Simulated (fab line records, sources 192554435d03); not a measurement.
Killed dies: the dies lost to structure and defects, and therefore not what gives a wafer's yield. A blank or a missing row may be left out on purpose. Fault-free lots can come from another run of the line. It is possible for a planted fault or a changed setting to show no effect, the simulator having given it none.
Split-lot experiment    flow n5 finfet    7 lots, 39 wafers read, on a route of 1938 steps

## SPLIT DETAILS
At N5_MOL_CONTACT_COAG_CVD_140 (deposits W, target thk 66.5 nm, time 215 s), the setting target thk a was moved away from the recipe's 665 angstrom on 15 of the 39 wafers read, by -53.2% to +38.8%. The other wafers ran this setting at the recipe's value.

The reading is taken at the split's own step.

## THE READING
W_of_MOL_CONTACT_COAG_CVD_140.thk nm (the simulator's own value, which no gauge read), in nm, at N5_MOL_CONTACT_COAG_CVD_140 (deposits W, target thk 66.5 nm, time 215 s). No usual value for it is given in the file. The 24 wafers here that ran the recipe average 65.9 nm, standard deviation 0.67 nm.

wafer   tool, chamber at the split  target thk a as run, angstrom  against the recipe  W_of_MOL_CONTACT_COAG_CVD_140.thk nm, nm  against lot-mates on the recipe
L082.1  cvd w-01, 0                 665                            recipe              66.4                                      -
L082.2  cvd w-01, 1                 665                            recipe              65.4                                      -
L082.3  cvd w-01, 0                 399.2                          -40.0%              40                                        -26.3
L082.4  cvd w-01, 1                 399.2                          -40.0%              39.2                                      -27.1
L082.5  cvd w-01, 1                 399.2                          -40.0%              39.2                                      -27.1
L082.6  cvd w-01, 0                 665                            recipe              67                                        -
L084.1  cvd w-02, 1                 665                            recipe              66.4                                      -
L084.2  cvd w-02, 0                 665                            recipe              66.2                                      -
L084.3  cvd w-02, 1                 922.7                          +38.8%              91.6                                      +25.4
L084.4  cvd w-02, 0                 665                            recipe              66                                        -
L084.5  cvd w-02, 0                 922.7                          +38.8%              92.6                                      +26.4
L084.6  cvd w-02, 1                 922.7                          +38.8%              91.8                                      +25.6
L085.1  cvd w-01, 1                 665                            recipe              65.6                                      -
L085.3  cvd w-01, 1                 665                            recipe              65.6                                      -
L085.2  cvd w-01, 0                 546.9                          -17.8%              54.8                                      -11.1
L085.4  cvd w-01, 0                 546.9                          -17.8%              54.6                                      -11.3
L085.5  cvd w-01, 1                 546.9                          -17.8%              54.4                                      -11.5
L085.6  cvd w-01, 0                 665                            recipe              66.6                                      -
L089.2  cvd w-01, 1                 665                            recipe              64.8                                      -
L089.3  cvd w-01, 1                 665                            recipe              64.6                                      -
L089.6  cvd w-01, 0                 665                            recipe              66.2                                      -
L092.1  cvd w-01, 0                 665                            recipe              66.4                                      -
L092.3  cvd w-01, 0                 665                            recipe              66.4                                      -
L092.2  cvd w-01, 1                 665                            recipe              66                                        -
L092.4  cvd w-01, 1                 920.1                          +38.4%              91.8                                      +25.5
L092.5  cvd w-01, 0                 920.1                          +38.4%              92.2                                      +25.9
L092.6  cvd w-01, 1                 920.1                          +38.4%              91.6                                      +25.3
L094.1  cvd w-02, 0                 665                            recipe              66.8                                      -
L094.2  cvd w-02, 0                 311.3                          -53.2%              31.2                                      -35.5
L094.5  cvd w-02, 0                 311.3                          -53.2%              31.2                                      -35.5
L094.3  cvd w-02, 0                 311.3                          -53.2%              31.8                                      -34.9
L094.4  cvd w-02, 0                 665                            recipe              66.4                                      -
L094.6  cvd w-02, 0                 665                            recipe              67                                        -
L096.1  cvd w-01, 0                 665                            recipe              65.6                                      -
L096.2  cvd w-01, 1                 665                            recipe              65.2                                      -
L096.6  cvd w-01, 1                 665                            recipe              65.2                                      -
L096.3  cvd w-01, 0                 665                            recipe              66.2                                      -
L096.4  cvd w-01, 1                 665                            recipe              65.4                                      -
L096.5  cvd w-01, 0                 665                            recipe              65                                        -

FIT RESULTS
A straight line over all 39 wafers: W_of_MOL_CONTACT_COAG_CVD_140.thk nm changes by +0.662 nm for each +1% of target thk a; r = +1.00; the points scatter about the line by 0.63 nm.
The same after taking each lot's own level away (the mean of its wafers on the recipe; 39 wafers): +0.666 nm for each +1%; r = +1.00; scatter 0.44 nm.
On that fit, the largest move of target thk a shifts the reading by 35 nm.
Measured against the standard deviation above, the lots' own levels, which go from 65.20 to 66.73 nm, span 2.3 times it.
Consequently the slope shifts little with the lot-to-lot level, the two slopes agreeing.
Check: for one of the wafers moved furthest among these (-53.2%), held out of the fit, the line's prediction against its lot-mates is -35.3 nm. It came out at -35.5 nm against them.

## OTHER SPLITS ON THESE WAFERS
Note: prior to the reading, these wafers also went through further splits. Each is held against what the fit with the lots' levels taken away leaves over:
other split on the same wafers         wafers away from the commonest value  r with W_of_MOL_CONTACT_COAG_CVD_140.thk nm (lot level and that fit taken away)
N5_ZERO_LAYER_ETCH_18 target depth a   12                                    +0.07
N5_FIN_CUT_CUT_ETCH_15 target depth a  15                                    +0.10
N5_ILD0_PRECLEAN_10 time s             12                                    +0.14

## FILE'S OWN FIT
W_of_MOL_CONTACT_COAG_CVD_140.thk nm changes by +0.665 nm for each +1% of target thk a, r = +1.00.
